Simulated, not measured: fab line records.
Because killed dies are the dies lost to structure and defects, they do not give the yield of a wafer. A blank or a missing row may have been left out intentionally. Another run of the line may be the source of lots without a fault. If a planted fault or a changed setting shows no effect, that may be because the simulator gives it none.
fab line records | flow n5-finfet
record lots=4 | wafers=12 | last-day=17
route steps=1938 shown BEOL_M6@1251 BEOL_M7@1263 PASSIVATION@1936
lots that met no fault: taken from a fault-free run of the same line
start-h: start of the lot's first displayed wafer, in hours after the record's first day | wait-h: time in hours since the lot's previous step | " unchanged from the row above | L1.1+2: one row covering several wafers at once | - no value present, or no start provided | * or withheld: withheld | < > ~ a bound
route shown NAME@n: a module of which the file shows steps, and the number in the route of the first | usual: average and standard deviation across the fault-free wafers | same: alike in all rows | chamber/n: place in a boat | sites: per-site readings | _std_site: the values' standard deviation | _edge_site: the outer-site mean with the inner-site mean subtracted | radius-mm: for every site, how far away it sits from the centre of the wafer | mask NAME#n: copy n | behind: the last tool/chamber to shape the wafer | hold: why the lot went on hold/how many hours it stayed there/how the hold came to an end | device: which transistor (n, p or np) failed to switch | end of line: the same wafers' tests at the end of the route | a step given without rows: its recipe and nothing more | killed: dies that structure and defects cost at the first sort, which is not the same as the wafer's yield | map: the dies of a wafer, with x for killed, . for not killed, _ for no die there
set.NAME: the setting that was run; set.NAME@STEP: the one run at that earlier step | model.NAME: the simulator's own value behind a step, which no gauge read
a table for each step, a row for each wafer; lots at some steps of the route
services: when a tool's chamber went out of use (start-h, in hours from the record's first day, below 0 if earlier), for how many hours, and the reason
## steps
# step N5_BEOL_M6_ALD_77
# recipe material=TaN | target-thk-a=20 | temp-c=275 | ald-precursor-family=PDMAT | ald-co-reactant=NH3 | pressure-torr=3 | carrier-flow-sccm=1500 | pulse-time-s=2 | purge-time-s=3 | co-reactant-purge-time-s=2 | co-reactant-pulse-time-s=3 | ald-cycles=40 | precursor-vessel-temp-c=75 | precursor-vessel-pressure-torr=26.25 | precursor-vessel-carrier-sccm=1000
# step N5_BEOL_M6_SURFACE_TREAT_79
# recipe gas=Ar | time-s=* | ion-energy-ev=* | ion-current-ma-cm2=0.5 | pressure-mtorr=* | ar-flow-sccm=30
# step N5_BEOL_M6_CVD_78
# recipe material=Co | target-thk-a=20 | temp-c=withheld | precursor=CCTBA/H2 | pressure-torr=30 | time-s=142.3
# step N5_BEOL_M6_SPUTTER_48
# recipe material=Cu | target-thk-a=100 | temp-c=-20 | bias-v=60 | power-w=26000 | chamber-pressure-pa=0.13 | time-s=1.667
# step N5_BEOL_M6_ECD_50
# recipe material=Cu | target-thk-a=3000
# step N5_BEOL_M6_ANNEAL_51
# recipe temp-c=225 | time-s=90 | ambient=N2
# step N5_BEOL_M6_CMP_52
# recipe stop-on=SiCOH_lowk | t-overpolish-s=6.9 | down-force-psi=1 | platen-rpm=50 | clearing-platen-down-force-psi=1.5 | clearing-platen-rpm=50 | post-cmp-clean=cu-alkaline | target-thk-nm=80 | clearing-platen-pad-velocity-m-s=0.99484 | pad-velocity-m-s=0.99484
# step N5_BEOL_M6_PRE_CLEAN_55
# recipe gas=NH3 | time-s=15 | temp-c=withheld | rf-power-w=300
# step N5_BEOL_M6_DEP_56
# recipe material=SiCN | target-thk-a=100 | temp-c=withheld | precursor=3MS/NH3 | pressure-torr=3 | rf-w=202 | time-s=17.5
# step N5_BEOL_M7_ILD_DEP_00
# recipe material=SiCOH_lowk | target-thk-a=1797.5 | temp-c=300 | precursor=DEMS/porogen | pressure-torr=5 | rf-w=500 | time-s=33.4
# usual heater-power-w=297/46 | showerhead-plenum-p-Torr=5.738/0.016 | throttle-valve-pct=13.9/0.81
lot.wafer | tool     | chamber | start-h | wait-h | heater-power-w | showerhead-plenum-p-Torr | since-wet-clean-h | throttle-valve-pct | model.SiCOH_lowk_of_BEOL_M7_ILD_DEP_00.thk-nm
L825.1    | pecvd-04 | 1       | 185.59  | 0.0    | 268            | 5.752                    | 1977              | 15.3               | 177
L825.4    | "        | 2       | "       | "      | 296            | 5.738                    | -                 | 13.5               | 182
L825.6    | "        | 0       | "       | "      | 254            | 5.733                    | -                 | 13.8               | 180.2
L842.3    | pecvd-04 | 1       | 293.78  | 0.0    | 248            | 5.777                    | 2085              | 15.7               | 174.8
L842.4    | "        | 2       | "       | "      | 272            | 5.751                    | -                 | 13.9               | 146.4
L842.6    | "        | 0       | "       | "      | 252            | 5.735                    | -                 | 13.9               | 181.6
L843.4    | pecvd-04 | 1       | 308.25  | 0.1    | 262            | 5.760                    | -                 | 15.6               | 143.4
L843.5    | "        | 0       | "       | "      | 231            | 5.722                    | -                 | 14.2               | 145.4
L843.6    | "        | 2       | "       | "      | 244            | 5.744                    | -                 | 13.6               | 184.8
L847.1    | pecvd-02 | 0       | 321.38  | 0.0    | 400            | 5.729                    | 844               | 13.9               | 176
L847.5    | "        | 0       | "       | "      | 392            | 5.725                    | -                 | 13.8               | 177.8
L847.6    | "        | 2       | "       | "      | 309            | 5.728                    | -                 | 13.3               | 182.2
# step N5_BEOL_M7_CURE_74
# recipe temp-c=385 | time-s=240 | ambient=He/Ar | material=SiCOH_lowk
# step N5_BEOL_M7_THK_MEAS_01
# recipe reads=SiCOH_lowk_of_BEOL_M7_ILD_DEP_00
# usual M7_ILD_THK=154.9/2.3
lot.wafer | tool          | chamber | start-h | wait-h | M7_ILD_THK[nm]
L825.1    | film-metro-02 | -       | 186.18  | 0.4    | 152.6
L825.4    | "             | -       | "       | "      | 157.1
L825.6    | "             | -       | "       | "      | 155.4
L842.3    | film-metro-01 | -       | 294.36  | 0.3    | 150.7
L842.4    | "             | -       | "       | "      | 126.0
L842.6    | "             | -       | "       | "      | 156.7
L843.4    | film-metro-02 | -       | 308.81  | 0.2    | 123.4
L843.5    | "             | -       | "       | "      | 125.2
L843.6    | "             | -       | "       | "      | 159.3
L847.1    | film-metro-01 | -       | 321.95  | 0.4    | 151.7
L847.5    | "             | -       | "       | "      | 153.2
L847.6    | "             | -       | "       | "      | 157.2
# step N5_BEOL_M7_PECVD_70
# recipe material=SiO2 | target-thk-a=200 | temp-c=400 | precursor=TEOS/O2 | pressure-torr=5.5 | rf-w=450 | teos-flow-sccm=53.8 | gas=O2 | flow-sccm=3000 | time-s=22.7
# step N5_BEOL_M7_HM_DEP_02
# recipe material=TiN | target-thk-a=200 | temp-c=25 | chamber-pressure-pa=0.49996
# step N5_BEOL_M7_COAT_59
# recipe resist=SOC | temp-c=250 | time-s=60 | spin-rpm=1500 | resist-thk-nm=100
# step N5_BEOL_M7_COAT_60
# recipe resist=SiARC | temp-c=220 | time-s=60 | spin-rpm=1500 | resist-thk-nm=35
# step N5_BEOL_M7_COAT_05
# recipe resist=CAR-ArF | spin-rpm=1500 | resist-thk-nm=90
# step N5_BEOL_M7_EBR_07
# recipe solvent=PGMEA | ebr-width-mm=1.5
# step N5_BEOL_M7_SOFTBAKE_06
# recipe temp-c=110 | time-s=60 | resist=CAR-ArF
# step N5_BEOL_M7_EXPOSE_08
# recipe mask-id=M7 | na=1.35 | source-shape=dipole | sigma-inner=0.817 | sigma-outer=0.97 | polarization=te | dose-mj=68.25
# step N5_BEOL_M7_PEB_09
# recipe peb-temp-c=withheld | peb-time-s=60 | resist=CAR-ArF
# step N5_BEOL_M7_DEVELOP_10
# recipe develop-time-s=30 | developer=TMAH | resist=CAR-ArF | rinse-liquid=diw | dry=air-spin | dev-temp-c=23
# step N5_BEOL_M7_DESCUM_16
# recipe chemistry=O2 | time-s=7.9 | source-power-w=50 | bias-power-w=20 | pressure-mtorr=20 | rf-frequency-hz=2.712e+07 | temp-c=40 | resist=CAR-ArF | o2-flow-sccm=225
# step N5_BEOL_M7_ETCH_61
# recipe chemistry=CF4 | target=SiARC | target-depth-a=455 | mask-material=CAR-ArF | time-s=75.8 | ion-energy-ev=80 | pressure-mtorr=40 | source-w=545 | bias-w=36 | Ar_flow_sccm=100 | cf4-flow-sccm=100 | ends=cleared
# step N5_BEOL_M7_ETCH_62
# recipe chemistry=N2/H2 | target=SOC | target-depth-a=1100 | overetch-a=220 | mask-material=SiARC | temp-c=40 | time-s=165 | ion-energy-ev=200 | pressure-mtorr=30 | source-w=840 | bias-w=150 | n2-flow-sccm=200 | h2-flow-sccm=200
# step N5_BEOL_M7_STRIP_68
# recipe chemistry=N2/H2 | temp-c=40 | n2-flow-sccm=200 | h2-flow-sccm=200 | rf-frequency-hz=6e+07
# step N5_BEOL_M7_STRIP_67
# recipe chemistry=CF4 | resist=SiARC | power-w=300 | bias-power-w=75 | pressure-mtorr=50 | cf4-flow-sccm=150 | rf-frequency-hz=6e+07
# step N5_BEOL_M7_HM_OPEN_17
# recipe chemistry=Cl2/BCl3 | target-depth-a=200 | overetch-a=60 | target=TiN | mask-material=SOC | ion-energy-ev=150 | pressure-mtorr=10 | icp-w=1000 | bias-w=126 | Cl2_flow_sccm=53.25 | bcl3-flow-sccm=21.75 | Ar_flow_sccm=25
# step N5_BEOL_M7_STRIP_19
# recipe chemistry=O2 | power-w=400 | temp-c=40 | pressure-mtorr=30 | rf-frequency-hz=6e+07 | bias-power-w=0 | overash-fraction=0.2 | o2-flow-sccm=225
# step N5_BEOL_M7_COAT_63
# recipe resist=SOC | temp-c=250 | time-s=60 | spin-rpm=1500 | resist-thk-nm=60
# step N5_BEOL_M7_COAT_64
# recipe resist=SiARC | temp-c=220 | time-s=60 | spin-rpm=1500 | resist-thk-nm=12
# step N5_BEOL_M7_COAT_71
# recipe resist=underlayer | temp-c=205 | time-s=60 | spin-rpm=1500 | resist-thk-nm=5
# step N5_BEOL_M7_COAT_22
# recipe resist=CAR-EUV | spin-rpm=1500 | resist-thk-nm=30
# step N5_BEOL_M7_EBR_24
# recipe solvent=PGMEA | ebr-width-mm=1.5
# step N5_BEOL_M7_SOFTBAKE_23
# recipe temp-c=110 | time-s=60 | resist=CAR-EUV
# step N5_BEOL_M7_CMP_52
# recipe stop-on=SiCOH_lowk | t-overpolish-s=6.9 | down-force-psi=1 | platen-rpm=50 | clearing-platen-down-force-psi=1.5 | clearing-platen-rpm=50 | post-cmp-clean=cu-alkaline | target-thk-nm=80 | clearing-platen-pad-velocity-m-s=0.99484 | pad-velocity-m-s=0.99484
# usual motor-current-A=5.8/0.46 | slurry-filter-dp-kPa=13.50/0.14
lot.wafer | tool   | chamber | start-h | wait-h | motor-current-A | slurry-filter-dp-kPa | model.SiCOH_lowk_of_BEOL_M7_ILD_DEP_00.thk-nm
L825.1    | cmp-04 | 1       | 191.74  | 0.3    | 5.7             | 13.58                | 149.6
L825.4    | "      | 3       | "       | "      | 5.6             | 13.48                | 154
L825.6    | "      | 1       | "       | "      | 5.9             | 13.41                | 152.4
L842.3    | cmp-03 | 2       | 300.24  | 0.2    | 6.3             | 13.32                | 147.8
L842.4    | "      | 0       | "       | "      | 5.5             | 13.72                | 123
L842.6    | "      | 3       | "       | "      | 5.9             | 13.46                | 153.6
L843.4    | cmp-03 | 2       | 319.11  | 0.2    | 6.2             | 13.29                | 120.4
L843.5    | "      | 0       | "       | "      | 5.3             | 13.71                | 122
L843.6    | "      | 1       | "       | "      | 5.8             | 13.33                | 156.4
L847.1    | cmp-03 | 1       | 327.89  | 0.3    | 5.3             | 13.53                | 148.8
L847.6    | "      | 3       | "       | "      | 5.7             | 13.52                | 154.2
L847.5    | "      | 0       | "       | "      | 5.6             | 13.52                | 150.2
# step N5_PASSIVATION_PROBE_49
# usual defect-limited-yield=91.2/1.4 | killed_at_M0_to_M3=32/10 | killed_at_M4_up=14/6.2 | killed-at-contacts=12/6.3 | killed-at-front-end=42/13 | killed-at-other=4/3.4 | killed-dies=104/17 | killed-open=67/12 | killed-short=34/8.1 | sort_bin_5_function=5.2/0.93 | sort_bin_6_memory=3.2/0.65 | sort-n-pass=1075/16 | sort-yield-pct=91.1/1.4
# same gross-dies=1180 | killed-at-back-side=0 | sort_bin_4_leakage[%]=0 | sort_bin_8_speed[%]=0
lot.wafer | tool      | chamber | start-h | wait-h | defect-limited-yield[%] | killed_at_M0_to_M3 | killed_at_M4_up | killed-at-contacts | killed-at-front-end | killed-at-other | killed-dies | killed-open | killed-short | sort_bin_5_function[%] | sort_bin_6_memory[%] | sort-n-pass | sort-yield-pct[%]
L825.1    | prober-01 | -       | 264.56  | 0.1    | 90.9                    | 30                 | 24              | 7                  | 38                  | 8               | 107         | 75          | 30           | 5.7                    | 3.1                  | 1073        | 90.9
L825.4    | prober-01 | -       | 264.71  | 0.3    | 93.6                    | 19                 | 22              | 18                 | 16                  | 1               | 76          | 52          | 22           | 4.2                    | 2.2                  | 1104        | 93.6
L825.6    | prober-01 | -       | 264.81  | 0.4    | 92.0                    | 30                 | 9               | 14                 | 40                  | 1               | 94          | 64          | 27           | 5.0                    | 2.9                  | 1086        | 92.0
# killed by level:class
L825.1 BEOL_M4:geometric-particle:open=13 BEOL_M3:geometric-particle:open=9 FIN_SAQP:geometric-particle:open=7 STI_FIN_REVEAL:geometric-particle:open=6 BEOL_M2:geometric-particle:open=6 FIN_SAQP:geometric-particle:short=5 MOL_CONTACT_COAG:geometric-particle:open=5 DUMMY_GATE:geometric-particle:short=4
L825.4 MOL_CONTACT_COAG:geometric-particle:open=14 BEOL_M4:geometric-particle:open=12 FIN_SAQP:geometric-particle:open=5 MOL_CONTACT_COAG:geometric-particle:short=4 BEOL_M0_SAQP:geometric-particle:short=4 BEOL_M0_SAQP:geometric-particle:open=4 BEOL_M5:geometric-particle:open=4 FIN_SAQP:geometric-particle:short=3
L825.6 STI_FIN_REVEAL:geometric-particle:open=16 MOL_CONTACT_COAG:geometric-particle:open=12 BEOL_M0_SAQP:geometric-particle:open=6 BEOL_M1:geometric-particle:open=6 FIN_SAQP:geometric-particle:open=5 DUMMY_GATE:geometric-particle:open=4 BEOL_M0_SAQP:geometric-particle:short=4 BEOL_M1:geometric-particle:short=4
## services
tool     | chamber | start-h | hours | kind
pecvd-04 | 1       | 164.43  | 2.1   | scheduled-down
cmp-04   | -       | 170.94  | 4.7   | pm
pecvd-02 | -       | 182.29  | 0.3   | repair
cmp-04   | -       | 184.16  | 0.2   | repair
cmp-04   | -       | 185.51  | 4.0   | pm
pecvd-04 | 2       | 186.19  | 2.1   | scheduled-down
cmp-04   | -       | 189.51  | -     | consumable-replace:conditioner
cmp-04   | -       | 189.51  | -     | consumable-replace:pad
pecvd-02 | 0       | 198.37  | 58.3  | repair
pecvd-04 | 1       | 237.00  | 5.5   | scheduled-down
cmp-04   | -       | 246.18  | 0.4   | repair
cmp-03   | -       | 277.42  | 1.1   | repair
cmp-04   | -       | 295.26  | 0.6   | repair
pecvd-02 | 1       | 298.11  | 5.0   | scheduled-down
cmp-04   | -       | 303.85  | 2.2   | repair
cmp-04   | -       | 316.98  | 1.5   | repair
## key
first-sign step=N5_BEOL_M7_THK_MEAS_01 | reading=M7_ILD_THK | direction=down | sigmas=13 | usual=154.9 | struck=124.9
effect none on later readings
model-effect step=N5_BEOL_M7_ILD_DEP_00 | value=SiCOH_lowk_of_BEOL_M7_ILD_DEP_00.thk-nm | without=182.9 | struck=145.1
model-effect step=N5_BEOL_M7_CMP_52 | value=SiCOH_lowk_of_BEOL_M7_ILD_DEP_00.thk-nm | without=154.7 | struck=121.8
met-at N5_BEOL_M7_ILD_DEP_00
struck-wafers L842.4,L843.4,L843.5
onset-between 185.59 293.78
fault kind=process-parameter-drift | tool=pecvd-04 | chamber=- | onset-h=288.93 | steps=N5_BEOL_M7_ILD_DEP_00 | channel=time-s | offset=* | shape=step | end-h=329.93 | scope=struck-wafers-only | acts-in=* | stated=*
